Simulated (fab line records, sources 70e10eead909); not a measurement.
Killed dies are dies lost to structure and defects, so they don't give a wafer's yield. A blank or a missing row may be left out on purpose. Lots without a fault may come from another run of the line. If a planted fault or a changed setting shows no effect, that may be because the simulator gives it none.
Commonality check across tools -- flow nand harc -- Sampled: 2 lots, 6 wafers

## WHY IT WAS OPENED
On 2 of the 2 lots, a flag is raised at NHARC_END_SORT_01 on the reading killed at other. Fault-free wafers read 1.2, with a standard deviation of 1.4.
Rule: a lot is flagged in two cases, either no wafer of it has a number, or all its wafers with numbers fall more than 4 standard deviations from that mean. The rest of the lots are taken to be sound.

lot,measured,on,"killed at other, wafer by wafer",flag
L368,day 27 19:38,prober-02,70 70 71,FLAGGED
L369,day 28 12:43,prober-02,75 72 82,FLAGGED
The numbers of the flagged lots are 73.3 on average: +72.1 against the usual, or +52 standard deviations.

## WHICH TOOL EACH LOT WENT THROUGH
Before the reading, the record contains 2 process steps out of a 1302-step route. Every cell lists first the tool, next ch and the chambers used by the sampled wafers, and last the start.
lot,flag,NHARC_A_M1_PRE_CLEAN_32,NHARC_THIN_TSV_PVD_24
L368,FLAGGED,"pecvd-02 ch 0,1,2, day 26 06:50","pvd sputter-03, day 27 04:50"
L369,FLAGGED,"pecvd-02 ch 0,1,2, day 27 04:53","pvd sputter-03, day 28 02:58"
What is done by these steps:
- NHARC_A_M1_PRE_CLEAN_32: time 12 s.
- NHARC_THIN_TSV_PVD_24: deposits Al, target thk 800 nm.
- NHARC_END_SORT_01

## FLAGGED AGAINST TOTAL, ONE TOOL AT A TIME (gauges that did the reading follow at the end)
step,tool,lots run,flagged,share of the flagged lots,sound lots run after its first flagged lot
NHARC_A_M1_PRE_CLEAN_32,pecvd-02,2,2,all,0
NHARC_THIN_TSV_PVD_24,pvd sputter-03,2,2,all,0
NHARC_END_SORT_01,prober-02,2,2,all,0

## THE TABLE: WHAT IT ALLOWS
Rows of the table that ran every flagged lot, 3 in all: pecvd-02 at NHARC_A_M1_PRE_CLEAN_32, pvd sputter-03 at NHARC_THIN_TSV_PVD_24, prober-02 at NHARC_END_SORT_01.
- pecvd-02 at NHARC_A_M1_PRE_CLEAN_32 ran 2 lots, 2 of them flagged. Because this sample shows no sound lot run on it before its first flagged lot, the start cannot be pinned down more closely.
- pvd sputter-03 at NHARC_THIN_TSV_PVD_24 ran 2 lots, 2 of them flagged. Because this sample shows no sound lot run on it before its first flagged lot, the start cannot be pinned down more closely.
- prober-02 at NHARC_END_SORT_01 ran 2 lots, 2 of them flagged. Because this sample shows no sound lot run on it before its first flagged lot, the start cannot be pinned down more closely.
A lot count leaves these 3 tools indistinguishable: every one of them fits a fault beginning at some hour. More lots, or a look at what each step does to the wafer, might.

## WHAT HAD BEEN PUT IN BY THE SIMULATOR
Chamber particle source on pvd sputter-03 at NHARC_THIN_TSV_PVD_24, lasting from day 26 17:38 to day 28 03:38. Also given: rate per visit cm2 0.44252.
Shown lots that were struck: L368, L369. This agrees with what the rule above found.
